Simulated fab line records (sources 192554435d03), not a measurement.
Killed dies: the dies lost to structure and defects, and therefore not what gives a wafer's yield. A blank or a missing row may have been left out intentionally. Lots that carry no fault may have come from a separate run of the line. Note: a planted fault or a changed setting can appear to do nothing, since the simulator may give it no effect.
fab line records ; flow n5-finfet ; part 1 of 2: steps 1 to 4 of 6
record: lots: 24; wafers: 72; last-day: 18
route steps=1938 shown BEOL_M8@1334 BEOL_M9@1417
lots that met no fault: from a run of the same line without faults
start-h: hours from the record's first day to the start of the lot's first wafer shown ; wait-h: how many hours have passed since the lot's step before this one ; " same as the row above ; L1.1+2: a single row standing in for several wafers ; - value missing, or start not given ; * or withheld: withheld ; < > ~ a bound
route shown NAME@n: a module of which the file shows steps, and the number in the route of the first ; usual: the fault-free wafers' mean and standard deviation ; same: alike in all rows ; chamber/n: place in a boat ; sites: readings site by site ; _std_site: standard deviation of those values ; _edge_site: outer sites' mean less inner sites' ; radius-mm: for every site, how far away it sits from the centre of the wafer ; mask NAME#n: copy n ; behind: the most recent tool/chamber to have shaped the wafer ; hold: cause of the lot's hold/its duration in hours/its outcome ; device: which transistor (n, p or np) failed to switch ; end of line: the tests these same wafers got at the end of their route ; a step without rows: its recipe alone ; killed: at the first sort, the dies lost to defects and structure; wafer yield is something else ; map: dies across one wafer; x = killed, . = not, _ = none there
set.NAME: setting as actually run; set.NAME@STEP: the setting as run at that earlier step ; model.NAME: the simulator's own value behind a step, which no gauge read
route steps across a sampled set of lots; one table per step, one row per wafer
services: the hour from which a tool's chamber was out of use, counted from the record's first day as start-h (under 0 if before that day), plus the number of hours and why
== steps ==
step: N5_BEOL_M8_THK_MEAS_01
recipe: reads: SiCOH_lowk_of_BEOL_M8_ILD_DEP_00
usual: M8_ILD_THK: 155.2/1.8
lot.wafer;tool;chamber;start-h;wait-h;M8_ILD_THK[nm]
L074.2;film-metro-01;-;217.20;0.5;153.6
L074.5;film-metro-01;-;217.20;0.5;155.3
L074.6;film-metro-01;-;217.20;0.5;154.5
L077.1;film-metro-01;-;223.51;0.4;153.0
L077.3;film-metro-01;-;223.51;0.4;153.1
L077.6;film-metro-01;-;223.51;0.4;156.0
L076.3;film-metro-01;-;223.60;0.3;156.9
L076.5;film-metro-01;-;223.60;0.3;153.9
L076.6;film-metro-01;-;223.60;0.3;157.0
L075.1;film-metro-01;-;224.29;0.4;156.1
L075.2;film-metro-01;-;224.29;0.4;156.6
L075.6;film-metro-01;-;224.29;0.4;158.3
L080.3;film-metro-01;-;230.22;0.3;158.8
L080.4;film-metro-01;-;230.22;0.3;157.3
L080.5;film-metro-01;-;230.22;0.3;157.8
L078.1;film-metro-01;-;230.65;0.4;156.6
L078.2;film-metro-01;-;230.65;0.4;155.5
L078.6;film-metro-01;-;230.65;0.4;156.0
L079.1;film-metro-01;-;230.87;0.4;153.3
L079.4;film-metro-01;-;230.87;0.4;156.9
L079.5;film-metro-01;-;230.87;0.4;155.1
L081.1;film-metro-02;-;256.65;0.4;152.1
L081.2;film-metro-02;-;256.65;0.4;154.5
L081.5;film-metro-02;-;256.65;0.4;157.5
L083.2;film-metro-02;-;256.74;0.4;154.2
L083.4;film-metro-02;-;256.74;0.4;156.3
L083.6;film-metro-02;-;256.74;0.4;156.6
L084.1;film-metro-02;-;258.48;0.4;153.5
L084.3;film-metro-02;-;258.48;0.4;153.6
L084.5;film-metro-02;-;258.48;0.4;154.4
L082.2;film-metro-01;-;259.85;0.4;151.3
L082.5;film-metro-01;-;259.85;0.4;154.4
L082.6;film-metro-01;-;259.85;0.4;154.8
L086.3;film-metro-01;-;286.72;0.3;153.9
L086.5;film-metro-01;-;286.72;0.3;158.5
L086.6;film-metro-01;-;286.72;0.3;157.0
L088.2;film-metro-01;-;290.59;0.4;153.1
L088.3;film-metro-01;-;290.59;0.4;152.3
L088.6;film-metro-01;-;290.59;0.4;155.6
L085.3;film-metro-01;-;293.07;0.3;153.9
L085.4;film-metro-01;-;293.07;0.3;157.5
L085.5;film-metro-01;-;293.07;0.3;157.6
L090.1;film-metro-01;-;294.16;0.4;152.6
L090.2;film-metro-01;-;294.16;0.4;152.9
L090.3;film-metro-01;-;294.16;0.4;155.8
L087.2;film-metro-01;-;294.56;0.4;153.1
L087.4;film-metro-01;-;294.56;0.4;155.9
L087.5;film-metro-01;-;294.56;0.4;155.3
L092.2;film-metro-02;-;306.10;0.4;154.1
L092.4;film-metro-02;-;306.10;0.4;156.1
L092.5;film-metro-02;-;306.10;0.4;156.4
L089.1;film-metro-01;-;306.37;0.4;152.1
L089.3;film-metro-01;-;306.37;0.4;153.9
L089.4;film-metro-01;-;306.37;0.4;156.3
L091.2;film-metro-02;-;316.76;0.4;156.6
L091.4;film-metro-02;-;316.76;0.4;158.3
L091.6;film-metro-02;-;316.76;0.4;157.8
L094.3;film-metro-02;-;331.28;0.3;154.7
L094.4;film-metro-02;-;331.28;0.3;154.6
L094.6;film-metro-02;-;331.28;0.3;154.5
L095.4;film-metro-01;-;331.80;0.2;155.9
L095.5;film-metro-01;-;331.80;0.2;156.9
L095.6;film-metro-01;-;331.80;0.2;153.9
L093.2;film-metro-02;-;332.36;0.4;154.1
L093.3;film-metro-02;-;332.36;0.4;153.1
L093.4;film-metro-02;-;332.36;0.4;156.9
L096.2;film-metro-01;-;345.90;0.4;157.2
L096.3;film-metro-01;-;345.90;0.4;156.6
L096.5;film-metro-01;-;345.90;0.4;158.1
L097.1;film-metro-02;-;365.12;0.4;155.8
L097.4;film-metro-02;-;365.12;0.4;159.6
L097.5;film-metro-02;-;365.12;0.4;154.8
step: N5_BEOL_M8_OVL_MEAS_12
recipe: points-per-wafer: 44
usual: M8_OVL: 0.0/0.64
lot.wafer;tool;chamber;start-h;wait-h;M8_OVL[nm]
L074.2;overlay-02;0;219.22;0.0;0.0
L074.5;overlay-02;0;219.22;0.0;-0.2
L074.6;overlay-02;0;219.22;0.0;0.4
L077.1;overlay-01;0;226.12;0.0;-0.8
L077.3;overlay-01;0;226.12;0.0;-0.6
L077.6;overlay-01;0;226.12;0.0;0.8
L076.3;overlay-01;0;226.29;0.0;0.4
L076.5;overlay-01;0;226.29;0.0;0.8
L076.6;overlay-01;0;226.29;0.0;-0.4
L075.1;overlay-02;0;226.45;0.0;0.8
L075.2;overlay-02;0;226.45;0.0;0.4
L075.6;overlay-02;0;226.45;0.0;0.1
L080.3;overlay-01;0;232.31;0.0;-0.3
L080.4;overlay-01;0;232.31;0.0;-1.5
L080.5;overlay-01;0;232.31;0.0;-0.7
L078.1;overlay-02;0;232.48;0.0;0.3
L078.2;overlay-02;0;232.48;0.0;0.4
L078.6;overlay-02;0;232.48;0.0;1.1
L079.1;overlay-02;0;232.71;0.0;-0.3
L079.4;overlay-02;0;232.71;0.0;-1.0
L079.5;overlay-02;0;232.71;0.0;0.0
L081.1;overlay-01;0;259.04;0.0;0.1
L081.2;overlay-01;0;259.04;0.0;0.3
L081.5;overlay-01;0;259.04;0.0;0.1
L083.2;overlay-01;0;259.24;0.0;0.2
L083.4;overlay-01;0;259.24;0.0;0.0
L083.6;overlay-01;0;259.24;0.0;-0.8
L084.1;overlay-02;0;259.44;0.0;0.3
L084.3;overlay-02;0;259.44;0.0;0.7
L084.5;overlay-02;0;259.44;0.0;-0.2
L082.2;overlay-01;0;262.11;0.0;1.2
L082.5;overlay-01;0;262.11;0.0;0.4
L082.6;overlay-01;0;262.11;0.0;0.2
L086.3;overlay-01;0;287.34;0.0;0.4
L086.5;overlay-01;0;287.34;0.0;-0.1
L086.6;overlay-01;0;287.34;0.0;0.4
L088.2;overlay-02;0;291.73;0.0;-0.1
L088.3;overlay-02;0;291.73;0.0;-0.5
L088.6;overlay-02;0;291.73;0.0;0.6
L085.3;overlay-02;0;295.80;0.0;1.1
L085.4;overlay-02;0;295.80;0.0;0.3
L085.5;overlay-02;0;295.80;0.0;0.0
L090.1;overlay-01;0;296.22;0.0;-1.7
L090.2;overlay-01;0;296.22;0.0;-0.4
L090.3;overlay-01;0;296.22;0.0;-0.1
L087.2;overlay-01;0;296.40;0.0;0.6
L087.4;overlay-01;0;296.40;0.0;0.1
L087.5;overlay-01;0;296.40;0.0;0.7
L092.2;overlay-01;0;310.13;0.0;-0.3
L092.4;overlay-01;0;310.13;0.0;-1.5
L092.5;overlay-01;0;310.13;0.0;-0.8
L089.1;overlay-02;0;310.17;0.0;-0.2
L089.3;overlay-02;0;310.17;0.0;0.3
L089.4;overlay-02;0;310.17;0.0;1.2
L091.2;overlay-02;0;317.44;0.0;0.2
L091.4;overlay-02;0;317.44;0.0;-0.3
L091.6;overlay-02;0;317.44;0.0;0.3
L094.3;overlay-02;0;333.77;0.0;-0.1
L094.4;overlay-02;0;333.77;0.0;-0.1
L094.6;overlay-02;0;333.77;0.0;1.4
L095.4;overlay-01;0;334.04;0.0;-0.4
L095.5;overlay-01;0;334.04;0.0;-1.1
L095.6;overlay-01;0;334.04;0.0;-0.9
L093.2;overlay-01;0;334.20;0.0;-0.2
L093.3;overlay-01;0;334.20;0.0;-0.7
L093.4;overlay-01;0;334.20;0.0;-0.8
L096.2;overlay-02;0;348.75;0.0;1.4
L096.3;overlay-02;0;348.75;0.0;0.2
L096.5;overlay-02;0;348.75;0.0;0.4
L097.1;overlay-01;0;366.62;0.0;-0.3
L097.4;overlay-01;0;366.62;0.0;-1.0
L097.5;overlay-01;0;366.62;0.0;0.1
step: N5_BEOL_M8_STRIP_67
recipe: chemistry: CF4; resist: SiARC; power-w: 300; bias-power-w: 75; pressure-mtorr: 50; cf4-flow-sccm: 150; rf-frequency-hz: 6e+07
usual: drypump-motor-current-A: 5.8/0.61; oes-product-au: 0.78/0.077; rf-vpp-V: 270.7/1.5; showerhead-plenum-p-Torr: 1.77/0.055; throttle-valve-pct: 13.57/0.28
lot.wafer;tool;chamber;start-h;wait-h;drypump-motor-current-A;oes-product-au;rf-hours-counter-h;rf-vpp-V;showerhead-plenum-p-Torr;throttle-valve-pct
L074.2;rie-diel-06;0;220.68;0.0;6.5;0.73;177;269.0;1.72;13.82
L074.5;rie-diel-06;3;220.68;0.0;4.8;0.76;-;268.5;1.71;13.49
L074.6;rie-diel-06;0;220.68;0.0;6.4;0.72;-;269.3;1.72;13.82
L077.1;rie-diel-06;0;226.45;0.0;6.3;0.72;179;269.4;1.72;13.84
L077.3;rie-diel-06;2;226.45;0.0;5.3;0.83;81;268.4;1.74;13.28
L077.6;rie-diel-06;1;226.45;0.0;5.8;0.96;-;270.3;1.83;13.17
L076.3;rie-diel-06;1;226.71;0.0;5.8;0.96;4;272.2;1.83;13.17
L076.5;rie-diel-06;2;226.71;0.0;5.3;0.82;-;270.0;1.74;13.26
L076.6;rie-diel-06;3;226.71;0.0;4.8;0.76;-;269.8;1.71;13.50
L075.1;rie-diel-05;0;226.91;0.0;5.3;0.67;241;271.8;1.85;13.79
L075.2;rie-diel-05;3;226.91;0.0;6.7;0.72;221;270.8;1.71;13.83
L075.6;rie-diel-05;3;226.91;0.0;6.7;0.71;-;269.3;1.71;13.84
L080.3;rie-diel-05;0;232.63;0.0;5.2;0.68;244;272.3;1.85;13.83
L080.4;rie-diel-05;0;232.63;0.0;5.3;0.67;-;270.2;1.85;13.82
L080.5;rie-diel-05;3;232.63;0.0;6.7;0.72;-;267.3;1.71;13.85
L078.1;rie-diel-01;1;232.79;0.0;5.3;0.72;195;271.3;1.78;13.87
L078.2;rie-diel-01;2;232.79;0.0;6.7;0.75;192;272.4;1.80;13.67
L078.6;rie-diel-01;1;232.79;0.0;5.3;0.72;-;271.9;1.78;13.88
L079.1;rie-diel-05;1;233.00;0.0;6.0;0.81;86;270.9;1.74;13.61
L079.4;rie-diel-05;0;233.00;0.0;5.2;0.68;-;272.6;1.85;13.81
L079.5;rie-diel-05;1;233.00;0.0;5.9;0.81;-;271.0;1.74;13.59
L081.1;rie-diel-06;2;259.59;0.0;5.3;0.81;91;268.6;1.74;13.31
L081.2;rie-diel-06;3;259.59;0.0;4.8;0.74;167;269.1;1.71;13.51
L081.5;rie-diel-06;3;259.59;0.0;4.8;0.74;-;271.1;1.71;13.52
L083.2;rie-diel-01;1;259.90;0.0;5.3;0.72;203;271.4;1.77;13.91
L083.4;rie-diel-01;0;259.90;0.0;6.2;0.90;35;272.2;1.89;13.08
L083.6;rie-diel-01;2;259.90;0.0;6.7;0.73;-;272.1;1.79;13.69
L084.1;rie-diel-01;1;260.16;0.0;5.3;0.72;203;271.1;1.77;13.93
L084.3;rie-diel-01;0;260.16;0.0;6.2;0.90;35;273.9;1.89;13.07
L084.5;rie-diel-01;2;260.16;0.0;6.7;0.73;-;270.1;1.79;13.67
L082.2;rie-diel-06;2;262.62;0.0;5.3;0.80;93;271.0;1.74;13.30
L082.5;rie-diel-06;1;262.62;0.0;5.8;0.90;-;272.0;1.82;13.20
L082.6;rie-diel-06;0;262.62;0.0;6.5;0.72;-;270.2;1.72;13.85
L086.3;rie-diel-01;0;288.95;0.0;6.2;0.88;46;274.1;1.89;13.12
L086.5;rie-diel-01;1;288.95;0.0;5.3;0.71;-;269.4;1.77;13.94
L086.6;rie-diel-01;2;288.95;0.0;6.7;0.73;-;270.5;1.79;13.71
L088.2;rie-diel-05;3;292.06;0.0;6.7;0.70;245;270.8;1.70;13.90
L088.3;rie-diel-05;1;292.06;0.0;6.0;0.79;106;269.9;1.73;13.64
L088.6;rie-diel-05;2;292.06;0.0;5.6;0.76;-;272.7;1.79;13.59
L085.3;rie-diel-01;0;296.33;0.0;6.2;0.89;48;272.4;1.89;13.10
L085.4;rie-diel-01;1;296.33;0.0;5.2;0.71;216;271.4;1.77;13.95
L085.5;rie-diel-01;0;296.33;0.0;6.2;0.88;-;273.3;1.89;13.11
L090.1;rie-diel-06;3;296.51;0.0;4.8;0.74;180;268.5;1.70;13.55
L090.2;rie-diel-06;1;296.51;0.0;5.8;0.89;31;271.9;1.82;13.23
L090.3;rie-diel-06;2;296.51;0.0;5.3;0.80;105;270.4;1.73;13.31
L087.2;rie-diel-05;1;296.85;0.0;6.0;0.79;108;271.7;1.73;13.63
L087.4;rie-diel-05;2;296.85;0.0;5.6;0.75;-;270.3;1.79;13.61
L087.5;rie-diel-05;1;296.85;0.0;6.0;0.79;-;271.7;1.73;13.64
L092.2;rie-diel-01;0;310.43;0.0;6.2;0.87;52;273.1;1.88;13.13
L092.4;rie-diel-01;3;310.43;0.0;5.9;0.89;31;273.1;1.82;13.25
L092.5;rie-diel-01;1;310.43;0.0;5.3;0.70;-;270.0;1.77;13.96
L089.1;rie-diel-06;0;310.48;0.0;6.4;0.71;206;270.5;1.72;13.89
L089.3;rie-diel-06;2;310.48;0.0;5.3;0.79;109;269.9;1.73;13.34
L089.4;rie-diel-06;1;310.48;0.0;5.8;0.87;36;271.2;1.82;13.25
L091.2;rie-diel-06;3;318.11;0.0;4.8;0.73;188;270.3;1.70;13.56
L091.4;rie-diel-06;0;318.11;0.0;6.4;0.70;209;270.9;1.71;13.89
L091.6;rie-diel-06;3;318.11;0.0;4.8;0.73;-;270.7;1.70;13.56
L094.3;rie-diel-06;1;334.07;0.0;5.8;0.87;45;273.2;1.82;13.25
L094.4;rie-diel-06;0;334.07;0.0;6.4;0.70;-;270.0;1.71;13.92
L094.6;rie-diel-06;2;334.07;0.0;5.3;0.78;-;269.7;1.73;13.36
L095.4;rie-diel-06;1;334.34;0.0;5.8;0.86;-;270.9;1.82;13.28
L095.5;rie-diel-06;2;334.34;0.0;5.3;0.78;-;269.2;1.73;13.36
L095.6;rie-diel-06;0;334.34;0.0;6.4;0.69;-;269.0;1.71;13.93
L093.2;rie-diel-06;1;334.59;0.0;5.8;0.86;46;272.0;1.82;13.29
L093.3;rie-diel-06;0;334.59;0.0;6.4;0.70;215;268.1;1.71;13.92
L093.4;rie-diel-06;2;334.59;0.0;5.2;0.78;-;270.4;1.73;13.38
L096.2;rie-diel-06;2;349.16;0.0;5.3;0.78;124;267.7;1.73;13.38
L096.3;rie-diel-06;3;349.16;0.0;4.8;0.72;197;267.8;1.70;13.58
L096.5;rie-diel-06;2;349.16;0.0;5.3;0.77;-;269.4;1.73;13.38
L097.1;rie-diel-01;1;366.92;0.0;5.3;0.70;237;268.6;1.76;13.99
L097.4;rie-diel-01;3;366.92;0.0;5.9;0.86;53;271.3;1.81;13.30
L097.5;rie-diel-01;3;366.92;0.0;5.9;0.86;-;273.3;1.81;13.29
step: N5_BEOL_M8_ETCH_72
recipe: chemistry: N2/H2; target: underlayer; target-depth-a: 65; mask-material: CAR-EUV; time-s: 5.2; ion-energy-ev: 200; pressure-mtorr: 30; source-w: 840; bias-w: 150; n2-flow-sccm: 200; h2-flow-sccm: 200; ends: cleared
usual: drypump-motor-current-A: 5.9/0.57; etch-rf-on-time-s: 5.20/0.13; h2-flow-sccm: 200.0/0.55; n2-flow-sccm: 199.9/0.55; oes-product-au: 0.68/0.083; rf-vpp-V: 523.7/2.9; showerhead-plenum-p-Torr: 2.54/0.095; throttle-valve-pct: 17.84/0.23
lot.wafer;tool;chamber;start-h;wait-h;drypump-motor-current-A;etch-rf-on-time-s;h2-flow-sccm;n2-flow-sccm;oes-product-au;rf-hours-counter-h;rf-vpp-V;showerhead-plenum-p-Torr;throttle-valve-pct
L074.2;rie-diel-01;2;221.56;0.0;6.7;5.26;200.5;200.4;0.63;188;523.3;2.54;17.86
L074.5;rie-diel-01;0;221.56;0.0;6.2;5.07;200.2;200.2;0.80;-;529.2;2.72;17.59
L074.6;rie-diel-01;2;221.56;0.0;6.7;5.23;200.3;200.8;0.62;-;524.9;2.53;17.84
L075.1;rie-diel-06;1;228.42;0.0;5.8;5.29;199.4;199.5;0.80;4;524.4;2.62;17.59
L075.2;rie-diel-06;2;228.42;0.0;5.3;5.27;199.0;199.6;0.70;82;522.3;2.47;17.60
L075.6;rie-diel-06;2;228.42;0.0;5.3;5.28;200.6;199.4;0.69;-;523.4;2.47;17.62
L076.3;rie-diel-01;2;228.51;0.0;6.7;5.27;201.3;200.2;0.63;191;525.5;2.53;17.87
L076.5;rie-diel-01;0;228.51;0.0;6.2;5.03;200.1;199.9;0.81;-;527.5;2.72;17.58
L076.6;rie-diel-01;3;228.51;0.0;5.9;5.10;198.9;200.3;0.84;-;526.2;2.60;17.44
L077.1;rie-diel-05;3;228.73;0.0;6.7;5.36;200.1;200.3;0.60;222;521.1;2.40;18.10
L077.3;rie-diel-05;1;228.73;0.0;5.9;5.13;200.4;199.0;0.70;84;523.5;2.48;18.06
L077.6;rie-diel-05;1;228.73;0.0;6.0;5.16;199.4;200.0;0.71;-;520.1;2.48;18.06
L080.3;rie-diel-01;0;234.92;0.0;6.2;5.07;200.8;199.2;0.80;26;527.3;2.72;17.60
L080.4;rie-diel-01;2;234.92;0.0;6.7;5.22;200.5;199.8;0.62;193;524.4;2.53;17.86
L080.5;rie-diel-01;1;234.92;0.0;5.3;5.24;199.1;200.0;0.61;-;522.8;2.52;18.12
L078.1;rie-diel-05;3;234.98;0.0;6.8;5.27;199.6;199.8;0.59;225;520.6;2.40;18.09
L078.2;rie-diel-05;0;234.98;0.0;5.3;5.45;200.3;199.2;0.56;245;527.3;2.62;18.05
L078.6;rie-diel-05;1;234.98;0.0;6.0;5.05;199.8;200.4;0.70;-;525.7;2.48;18.06
L079.1;rie-diel-01;2;235.32;0.0;6.7;5.22;200.1;201.1;0.62;193;523.1;2.53;17.84
L079.4;rie-diel-01;0;235.32;0.0;6.2;4.98;199.8;200.4;0.79;27;529.6;2.71;17.61
L079.5;rie-diel-01;2;235.32;0.0;6.7;5.23;199.2;200.5;0.63;-;525.0;2.53;17.86
L081.1;rie-diel-06;0;261.54;0.0;6.4;5.35;200.7;200.5;0.60;188;518.3;2.43;18.05
L081.2;rie-diel-06;2;261.54;0.0;5.3;5.36;199.7;200.1;0.67;92;519.8;2.47;17.64
L081.5;rie-diel-06;1;261.54;0.0;5.8;5.34;199.2;200.7;0.77;-;526.3;2.61;17.63
L084.1;rie-diel-01;3;261.80;0.0;5.9;5.06;200.2;199.4;0.78;14;524.6;2.59;17.46
L084.3;rie-diel-01;2;261.80;0.0;6.7;5.24;200.4;200.9;0.61;203;523.0;2.53;17.88
L084.5;rie-diel-01;0;261.80;0.0;6.2;5.14;199.4;199.2;0.78;-;528.3;2.71;17.60
L083.2;rie-diel-01;0;262.30;0.0;6.2;5.11;201.0;199.9;0.78;36;531.1;2.71;17.64
L083.4;rie-diel-01;1;262.30;0.0;5.3;5.27;199.1;200.8;0.61;204;525.4;2.52;18.13
L083.6;rie-diel-01;3;262.30;0.0;5.9;5.08;199.4;200.9;0.81;-;524.6;2.59;17.46
L082.2;rie-diel-05;0;264.19;0.0;5.3;5.39;199.7;200.2;0.56;259;525.9;2.61;18.08
L082.5;rie-diel-05;3;264.19;0.0;6.7;5.24;200.1;199.8;0.59;-;519.7;2.40;18.14
L082.6;rie-diel-05;0;264.19;0.0;5.3;5.42;199.9;199.4;0.55;-;527.1;2.62;18.07
L086.3;rie-diel-01;0;289.69;0.0;6.2;5.09;200.9;199.7;0.77;46;530.4;2.71;17.65
L086.5;rie-diel-01;3;289.69;0.0;5.9;5.09;200.3;199.7;0.76;-;526.9;2.59;17.47
L086.6;rie-diel-01;2;289.69;0.0;6.7;5.29;199.8;199.7;0.62;-;523.6;2.52;17.87
L088.2;rie-diel-05;2;295.31;0.0;5.6;5.29;199.4;200.5;0.64;161;524.1;2.52;17.78
L088.3;rie-diel-05;1;295.31;0.0;6.0;5.05;199.5;200.0;0.68;107;522.6;2.47;18.11
L088.6;rie-diel-05;2;295.31;0.0;5.6;5.21;200.0;200.3;0.65;-;524.1;2.52;17.77
L085.3;rie-diel-05;2;297.38;0.0;5.6;5.27;200.0;199.1;0.64;162;523.4;2.52;17.80
L085.4;rie-diel-05;1;297.38;0.0;6.0;5.08;200.5;199.5;0.68;-;519.7;2.47;18.11
L085.5;rie-diel-05;2;297.38;0.0;5.6;5.28;201.0;199.4;0.64;-;521.7;2.52;17.80
L087.2;rie-diel-01;0;298.56;0.0;6.2;5.20;199.9;199.9;0.76;49;531.1;2.71;17.62
L087.4;rie-diel-01;2;298.56;0.0;6.7;5.45;199.9;201.2;0.61;215;523.4;2.52;17.90
L087.5;rie-diel-01;3;298.56;0.0;5.9;5.16;200.0;200.0;0.77;-;524.3;2.59;17.46
L090.1;rie-diel-06;1;300.32;0.0;5.8;5.28;199.4;199.4;0.74;33;526.4;2.60;17.66
L090.2;rie-diel-06;0;300.32;0.0;6.4;5.39;200.3;199.7;0.59;202;518.5;2.42;18.06
L090.3;rie-diel-06;3;300.32;0.0;4.8;5.12;200.2;200.4;0.63;182;522.7;2.44;17.96
L092.2;rie-diel-05;0;311.37;0.0;5.3;5.01;201.4;199.9;0.82;7;523.9;2.61;17.64
L092.4;rie-diel-05;2;311.37;0.0;5.6;5.20;199.2;198.9;0.64;166;524.5;2.52;17.77
L092.5;rie-diel-05;2;311.37;0.0;5.6;5.23;199.3;199.4;0.64;-;523.5;2.52;17.79
L089.1;rie-diel-05;2;312.97;0.0;5.6;5.21;199.5;199.9;0.65;167;524.4;2.52;17.78
L089.3;rie-diel-05;1;312.97;0.0;6.0;5.00;199.6;199.8;0.68;113;523.4;2.47;18.11
L089.4;rie-diel-05;0;312.97;0.0;5.3;5.00;199.7;199.9;0.81;7;524.6;2.61;17.62
L091.2;rie-diel-06;0;319.75;0.0;6.4;5.48;200.2;200.3;0.59;210;520.6;2.42;18.10
L091.4;rie-diel-06;2;319.75;0.0;5.3;5.39;200.4;199.9;0.66;113;519.2;2.46;17.66
L091.6;rie-diel-06;2;319.75;0.0;5.3;5.39;200.4;200.3;0.65;-;519.5;2.46;17.67
L093.2;rie-diel-01;2;336.37;0.0;6.7;5.35;200.2;200.5;0.60;228;524.2;2.52;17.89
L093.3;rie-diel-01;0;336.37;0.0;6.2;5.13;199.8;199.5;0.74;62;529.3;2.70;17.66
L093.4;rie-diel-01;2;336.37;0.0;6.7;5.27;199.9;199.3;0.60;-;522.1;2.52;17.92
L095.4;rie-diel-06;1;336.54;0.0;5.8;5.26;200.1;200.8;0.74;46;526.1;2.60;17.69
L095.5;rie-diel-06;1;336.54;0.0;5.8;5.30;199.9;200.2;0.73;-;526.7;2.60;17.69
L095.6;rie-diel-06;2;336.54;0.0;5.3;5.35;200.5;199.5;0.65;-;521.9;2.45;17.70
L094.3;rie-diel-05;0;336.81;0.0;5.3;5.05;198.7;199.7;0.79;18;522.9;2.61;17.66
L094.4;rie-diel-05;0;336.81;0.0;5.3;5.07;199.8;200.3;0.78;-;524.6;2.61;17.64
L094.6;rie-diel-05;1;336.81;0.0;6.0;5.09;200.1;200.0;0.67;-;521.2;2.46;18.14
L096.2;rie-diel-05;3;351.35;0.0;6.7;5.06;199.6;199.3;0.85;3;528.9;2.71;17.65
L096.3;rie-diel-05;2;351.35;0.0;5.6;5.26;200.1;199.3;0.62;183;524.0;2.51;17.79
L096.5;rie-diel-05;3;351.35;0.0;6.7;5.15;200.5;199.5;0.85;-;530.7;2.71;17.61
L097.1;rie-diel-06;3;371.62;0.0;4.8;5.11;200.1;199.0;0.62;206;522.0;2.43;18.01
L097.4;rie-diel-06;2;371.62;0.0;5.3;5.23;199.4;198.6;0.66;133;522.4;2.45;17.70
L097.5;rie-diel-06;2;371.62;0.0;5.4;5.27;199.2;200.3;0.64;-;519.2;2.45;17.73
